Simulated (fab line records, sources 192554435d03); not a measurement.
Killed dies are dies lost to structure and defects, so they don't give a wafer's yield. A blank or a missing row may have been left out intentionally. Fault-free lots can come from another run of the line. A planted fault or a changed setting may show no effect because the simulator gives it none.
8D (eight disciplines) problem report, filled in by code -- flow n5Finfet -- the parts of the form that need people (team, actions taken, sign-off) are left out

1. PROBLEM STATEMENT
Wafers without a fault read 1500.1 rpm, standard deviation 1.1; spinSpeedRpm at N5_MOL_CONTACT_COAG_COAT_75 reads a mean of 1564.7 rpm on 6 wafers belonging to 2 lots. That puts it +59 standard deviations away from the usual mean.
The step: time 60 s, resist thk 60 nm.
Seen first at day 7 18:21 on lithoTrack-04, wafer L332.4. Wafers with a number at this step in the record: 12, from 4 lots. The rule behind "out" and "out of limits": a value lying over 4 standard deviations away from the usual mean. The rest of the wafers with a number are treated as sound.

2. WHAT IT IS, WHAT IT ISN'T
question,is,is not
which readings at this step,spinSpeedRpm,dispensePressureKPa
which lots,"L332, L334","L328, L337"
which wafers of those lots,all that have a number,-
read on which tools,lithoTrack-04,lithoTrack-01
when,from day 7 18:21,up to then (3 sound wafers); but 3 sound wafers of L337 came after

3. WHAT RULES OUT EACH SUSPECT
Counting: any tool at a process step up to the reading is kept as a suspect provided that every lot that is out went through it and no sound lot did after the first of them.
- lithoTrack-04 at N5_MOL_CONTACT_COAG_COAT_75 (time 60 s, resist thk 60 nm): kept. All lots that are out passed through it, beginning with L332 at day 7 18:21, and no sound lot followed; its final sound lot before that point was L328 at day 7 03:28. Its own spinSpeedRpm readings are out on those wafers.
The count leaves lithoTrack-04 at N5_MOL_CONTACT_COAG_COAT_75.

4. THE CAUSE (what the simulator had put in)
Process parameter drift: lithoTrack-04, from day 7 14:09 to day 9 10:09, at N5_MOL_CONTACT_COAG_COAT_75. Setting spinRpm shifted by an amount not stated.
This tool alone remained once counting was done.

5. THE EFFECT CHAIN, in route order
Each row: a reading whose mean over the struck wafers that have a number lies more than 3 standard deviations from the usual. Readings are gone through only where the record gives a usual standard deviation; hours: the median, over the lots, of the time from a lot's start at the first step in this table giving one to that lot's start at this step; sigmas: the change measured in usual standard deviations.
hours,step,reading,usual,on struck wafers,change,sigmas
0,N5_MOL_CONTACT_COAG_COAT_75,spinSpeedRpm,1500.1 rpm,1564.7,+64.6,+59
Process steps it contains:
- N5_MOL_CONTACT_COAG_COAT_75: time 60 s, resist thk 60 nm.
Later measuring or inspecting steps at which every struck wafer that the step has a row for has a number for every such reading, and none has moved that far: N5_BEOL_M4_RC_MEAS_101.

6. HOW IT WOULD HAVE BEEN CAUGHT EARLIER
In this record the first reading out of limits was taken at day 7 18:21, 4 hours after the fault began at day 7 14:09.
